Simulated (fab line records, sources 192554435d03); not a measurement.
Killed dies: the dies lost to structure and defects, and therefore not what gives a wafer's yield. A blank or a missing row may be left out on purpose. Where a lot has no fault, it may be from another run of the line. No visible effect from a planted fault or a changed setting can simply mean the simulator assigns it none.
A struck lot beside a sound one | flow n5 finfet | 16 steps out of a route of 1938
Sound: the wafers L450.1, L450.2, L450.3. Wafers struck: L459.1, L459.2, L459.6. Last of all comes the cause.
Each step with rows lists, per side, the tool, then ch with its chambers, then its first start. Under that, the readings that differ: sound wafers | struck wafers | difference of the means | sigmas: that difference in standard deviations of wafers without a fault.
alike: a reading whose means differ by less than 2 such deviations, as well as words and numbers matching on both sides. not compared: withheld readings; readings where some wafer has no value; bounds like >300 that might hide an equal value; numbers whose values overlap and for which the record gives no deviation.
Wherever a step has rows on one side only, a row that says differs or no value, or a row with sigmas, the two part there. Numbers that have no deviation but don't overlap get no sigmas and don't part them. A reading that every wafer of one side lacks parts them only if that side has two wafers or more.

N5_BEOL_M4_ALD_98: deposits SiO2, target thk 2.5 nm, pulse time 1 s, co reactant pulse time 1 s.
  sound on ald sin-02 ch 0,1,2, day 7 05:25; struck on ald sin-03 ch 0,3, day 10 05:16
  alike: chamber pressure Torr, heater power w, precursor pulse height rel, susceptor temp C
then, 1 step without rows for these wafers: N5_BEOL_M4_ETCHBACK_99 (etches SiO2 in CHF3, target depth 5 nm, time 10.4 s).
N5_BEOL_M4_ETCH_70: etches SOC in N2/H2, target depth 80 nm, overetch 24 nm, time 130 s.
  sound on rie diel-04 ch 0,2,3, day 7 06:10; struck on rie diel-04 ch 1,3, day 10 05:26
  alike: chamber pressure mTorr, drypump motor current A, h2 flow sccm, oes product au, rf vpp V, showerhead plenum p Torr, throttle valve pct
  not compared: rf hours counter h
then, 2 steps without rows for these wafers: N5_BEOL_M4_STRIP_71 (strips in N2/H2); N5_BEOL_M4_STRIP_78 (strips in N2/H2).
N5_BEOL_M4_VIA_ETCH_34: etches the open film in C4F6/O2, target depth 69.4 nm, time 65.9 s.
  sound on rie diel-04 ch 0,2,3, day 7 06:16; struck on rie diel-04 ch 1,3, day 10 05:32
  alike: chamber pressure mTorr, drypump motor current A, oes product au, rf vpp V, showerhead plenum p Torr, throttle valve pct
  not compared: rf hours counter h
then, 1 step without rows for these wafers: N5_BEOL_M4_STRIP_83 (strips in C4F6/O2).
N5_BEOL_M4_STRIP_36: strips in N2/H2.
  sound on rie diel-04 ch 0,2,3, day 7 06:19; struck on rie diel-04 ch 1,3, day 10 05:36
  alike: chamber pressure mTorr, drypump motor current A, h2 flow sccm, oes product au, rf vpp V, showerhead plenum p Torr, throttle valve pct
  not compared: rf hours counter h
then, 1 step without rows for these wafers: N5_BEOL_M4_TRENCH_ETCH_37 (etches SiOC in C4F6/O2, target depth 55.555 nm, time 29.2 s).
N5_BEOL_M4_ETCH_41: etches SiCN in CH3F/O2, target depth 29.9 nm, time 52.5 s.
  sound: rie diel-04 ch 0,2,3; struck: rie diel-04 ch 1,3
  alike: chamber pressure mTorr, drypump motor current A, oes product au, rf vpp V, showerhead plenum p Torr, throttle valve pct
  not compared: rf hours counter h
then, 1 step without rows for these wafers: N5_BEOL_M4_STRIP_97 (strips in N2/H2, time 10 s).
N5_BEOL_M4_OCD_MEAS_38:
  sound on ocd-01 at day 7 06:31; struck on ocd-02 at day 10 05:47
  alike: trench depth nm
N5_BEOL_M4_HM_STRIP_39: strips TiN in peroxide tin strip, target depth 25 nm, time 158 s.
  sound on wet bench-05 ch 2,3,6, day 7 06:33; struck on wet bench-05 ch 0,2,6, day 10 05:49
  reading          | sound             | struck          | difference | sigmas
  run length s (s) | 162.3 164.0 164.8 | 99.2 100.0 95.9 | -65.3      | -24
then, 1 step without rows for these wafers: N5_BEOL_M4_SRD_40 (time 30 s).
N5_BEOL_M4_RC_MEAS_101:
  sound on prober-01 ch 0, day 7 11:28; struck on prober-01 ch 0, day 10 09:34
  alike: DIBL_N, DIBL_P, IOFF_N, IOFF_P, ION_N, ION_P, SS_N, SS_P, VT_N, VT_P
-- here the record skips 5 days between the struck wafers' starts before and after, leaving off in module BEOL_M4 and picking up in module PASSIVATION (first step shown: number 1936 of the route) --
N5_PASSIVATION_PROBE_49:
  sound on prober-02 at day 11 12:07; struck on prober-01 at day 14 22:46
  alike: defect limited yield, killed_at_M0_to_M3, killed_at_M4_up, killed at contacts, killed at front end, killed at other, killed dies, killed open, killed short, sort_bin_5_function, sort_bin_6_memory, sort n pass, sort yield pct

== WHERE THEY PART ==
Within this record, at N5_BEOL_M4_HM_STRIP_39 only. Later steps at which nothing parts them and some readings are alike: N5_BEOL_M4_RC_MEAS_101, N5_PASSIVATION_PROBE_49.

WHY: the cause the simulator had injected
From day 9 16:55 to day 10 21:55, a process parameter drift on wet bench-05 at N5_BEOL_M4_HM_STRIP_39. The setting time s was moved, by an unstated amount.
